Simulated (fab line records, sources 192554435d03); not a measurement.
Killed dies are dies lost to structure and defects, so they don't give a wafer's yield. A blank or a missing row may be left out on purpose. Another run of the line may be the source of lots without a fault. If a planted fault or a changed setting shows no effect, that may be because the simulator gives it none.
Split-lot experiment -- flow n5_finfet -- route with 1938 steps; 7 lots, 21 wafers read

SPLIT DETAILS
At N5_BEOL_M3_ETCH_64 (etches SOC in N2/H2, target depth 75 nm, overetch 15 nm, time 112.5 s), the setting time_s was moved away from the recipe's 112.5 s on 4 of the 21 wafers read, by -18.2% to +18.9%. This setting was run at the recipe's value on the other wafers.

The reading comes from the split's own step.

THE READING
SiARC_of_BEOL_M3_COAT_62.thk_nm (the simulator's own value, which no gauge read), in nm, at N5_BEOL_M3_ETCH_64 (etches SOC in N2/H2, target depth 75 nm, overetch 15 nm, time 112.5 s). No usual value for it is given in the file. Across the 17 wafers here that went through the recipe, the average is 6.9 nm and the standard deviation 0.19 nm.

wafer,"tool, chamber at the split","time_s as run, s",against the recipe,"SiARC_of_BEOL_M3_COAT_62.thk_nm, nm",against lot-mates on the recipe
L077.1,"rie_diel-01, 2",112.5,recipe,6.8,-
L077.3,"rie_diel-01, 3",112.5,recipe,7,-
L077.5,"rie_diel-01, 2",112.5,recipe,6.6,-
L079.1,"rie_diel-02, 2",112.5,recipe,7,-
L079.2,"rie_diel-02, 0",112.5,recipe,7.2,-
L079.4,"rie_diel-02, 0",112.5,recipe,7.2,-
L083.4,"rie_diel-01, 3",112.5,recipe,7,-
L083.5,"rie_diel-01, 2",133.8,+18.9%,5.8,-1.1
L083.6,"rie_diel-01, 1",112.5,recipe,6.8,-
L084.2,"rie_diel-05, 1",94.78,-15.8%,7.4,+0.6
L084.5,"rie_diel-05, 1",94.78,-15.8%,7.4,+0.6
L084.3,"rie_diel-05, 3",112.5,recipe,6.8,-
L086.2,"rie_diel-05, 2",112.5,recipe,7,-
L086.5,"rie_diel-05, 2",112.5,recipe,7,-
L086.4,"rie_diel-05, 0",91.99,-18.2%,7.6,+0.6
L087.1,"rie_diel-02, 3",112.5,recipe,6.8,-
L087.6,"rie_diel-02, 3",112.5,recipe,6.8,-
L087.3,"rie_diel-02, 2",112.5,recipe,6.6,-
L094.1,"rie_diel-02, 1,0",112.5,recipe,7.2,-
L094.6,"rie_diel-02, 1,0",112.5,recipe,7.2,-
L094.2,"rie_diel-02, 3",112.5,recipe,6.8,-
The file does not say which wafer passed through which chamber wherever a row lists several chambers: such a row stands for several wafers.

FIT RESULTS
A straight line over all 21 wafers: SiARC_of_BEOL_M3_COAT_62.thk_nm changes by -0.0418 nm for each +1% of time_s; r = -0.85; the points scatter about the line by 0.2 nm.
The same after taking each lot's own level away (the mean of its wafers on the recipe; 21 wafers): -0.0435 nm for each +1%; r = -0.92; scatter 0.14 nm.
The reading moves by 0.82 nm for the largest change in time_s, on that fit.
Across the lots, their own levels run from 6.73 to 7.13 nm, a range of 2.1 times the standard deviation given above.
The two slopes agree, so the slope changes little with the lot-to-lot level.
Check: -0.681 nm against its lot-mates is what the line predicts for one of the wafers moved furthest among these (+18.9%) when that wafer is left out of the fit. Against them it came out at -1.1 nm.

OTHER SPLITS APPLIED TO THESE WAFERS
These wafers also went through other splits before the reading. Each is held against what the fit with the lots' levels taken away leaves over:
other split on the same wafers,wafers away from the commonest value,r with SiARC_of_BEOL_M3_COAT_62.thk_nm (lot level and that fit taken away)
N5_BEOL_M0_TRENCH_ETCH_107 target_depth_a,5,+0.26
N5_BEOL_M1_VIA_ETCH_34 bias_w,6,-0.07
N5_BEOL_M2_EXPOSE_08 dose_mj,4,-0.20
N5_BEOL_M2_ETCH_64 source_w,9,+0.08
N5_BEOL_M3_COAT_05 spin_rpm,3,+0.11

THE FILE'S OWN FIT
SiARC_of_BEOL_M3_COAT_62.thk_nm changes by -0.0439 nm for each +1% of time_s, r = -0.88.
